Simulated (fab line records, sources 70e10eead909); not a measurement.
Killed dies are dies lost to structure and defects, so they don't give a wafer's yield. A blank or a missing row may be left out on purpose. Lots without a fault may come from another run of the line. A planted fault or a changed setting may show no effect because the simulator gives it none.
Chamber matching | flow nand_harc | NHARC_P_GATE_DESCUM_61 on rie_diel-07: 4 sister chambers
The step chemistry O2, time 3 s. 24 wafers are shown with their chamber, then 12 later ones without.

WAFERS WITH THEIR CHAMBER
wafer  | chamber | showerhead_plenum_p_Torr (Torr) | drypump_motor_current_A (A) | oes_product_au (a.u.)
L074.2 | 3       | 2.05                            | 5.6                         | 0.987
L074.4 | 2       | 1.97                            | 5.4                         | 0.994
L074.6 | 0       | 1.97                            | 5.1                         | 1.013
L077.2 | 0       | 1.97                            | 5.1                         | 0.997
L077.3 | 2       | 1.97                            | 5.4                         | 0.988
L077.5 | 3       | 2.05                            | 5.6                         | 0.984
L078.2 | 3       | 2.05                            | 5.6                         | 0.992
L078.3 | 2       | 1.97                            | 5.4                         | 0.991
L078.5 | 2       | 1.97                            | 5.4                         | 1.005
L080.2 | 1       | 2.04                            | 5.5                         | 1.008
L080.5 | 1       | 2.04                            | 5.5                         | 1.005
L080.6 | 0       | 1.97                            | 5.1                         | 1.000
L079.3 | 0       | 1.97                            | 5.0                         | 1.006
L079.4 | 3       | 2.04                            | 5.5                         | 0.997
L079.5 | 0       | 1.97                            | 5.1                         | 0.990
L083.1 | 2       | 1.97                            | 5.4                         | 0.994
L083.2 | 1       | 2.04                            | 5.5                         | 1.019
L083.3 | 0       | 1.97                            | 5.0                         | 1.004
L085.2 | 0       | 1.97                            | 5.0                         | 1.000
L085.3 | 3       | 2.04                            | 5.6                         | 0.992
L085.4 | 1       | 2.04                            | 5.5                         | 1.003
L090.2 | 2       | 1.97                            | 5.5                         | 0.988
L090.5 | 2       | 1.97                            | 5.5                         | 0.992
L090.6 | 1       | 2.04                            | 5.5                         | 1.004

SIGNATURES (means of the wafers above)
reading                  | chamber 0 | chamber 1 | chamber 2 | chamber 3 | scatter within a chamber
showerhead_plenum_p_Torr | 1.9700    | 2.0400    | 1.9700    | 2.0460    | 0.00245
drypump_motor_current_A  | 5.057     | 5.500     | 5.429     | 5.580     | 0.0444
oes_product_au           | 1.00143   | 1.00780   | 0.99314   | 0.99040   | 0.00628
Rule: a wafer's distance from a chamber is the root of the sum, over the readings, of the square of ((its reading less the chamber's mean) divided by the reading's scatter). The wafer belongs to the nearest chamber; if the next one is less than 2 further off, it can't be placed. The scatter: the root of (the sum of the squares of (reading less its chamber's mean) over the shown wafers, divided by (wafers less chambers)).

WAFERS WITHOUT THEIR CHAMBER
wafer  | showerhead_plenum_p_Torr (Torr) | drypump_motor_current_A (A) | oes_product_au (a.u.)
L089.1 | 1.97                            | 5.4                         | 1.001
L089.2 | 2.04                            | 5.6                         | 0.992
L089.6 | 2.04                            | 5.6                         | 0.983
L091.2 | 2.04                            | 5.6                         | 0.981
L091.3 | 1.97                            | 5.4                         | 1.001
L091.6 | 1.97                            | 5.4                         | 0.999
L096.3 | 2.03                            | 5.5                         | 0.993
L096.5 | 1.97                            | 5.4                         | 0.997
L096.6 | 2.03                            | 5.5                         | 1.002
L097.2 | 1.97                            | 5.4                         | 0.996
L097.5 | 1.96                            | 5.1                         | 0.990
L097.6 | 2.04                            | 5.6                         | 0.982

WHICH CHAMBER EACH WENT THROUGH
wafer  | from the rows above     | in truth
L089.1 | 2                       | 2
L089.2 | can't be placed: 3 or 1 | 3
L089.6 | can't be placed: 3 or 1 | 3
L091.2 | can't be placed: 3 or 1 | 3
L091.3 | 2                       | 2
L091.6 | 2                       | 2
L096.3 | 1                       | 1
L096.5 | 2                       | 2
L096.6 | 1                       | 1
L097.2 | 2                       | 2
L097.5 | 0                       | 0
L097.6 | can't be placed: 3 or 1 | 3
Placed correctly: 8 of 12. Can't be placed from these rows: 4 (the true chamber is among the candidates in 4). Placed wrongly: 0.
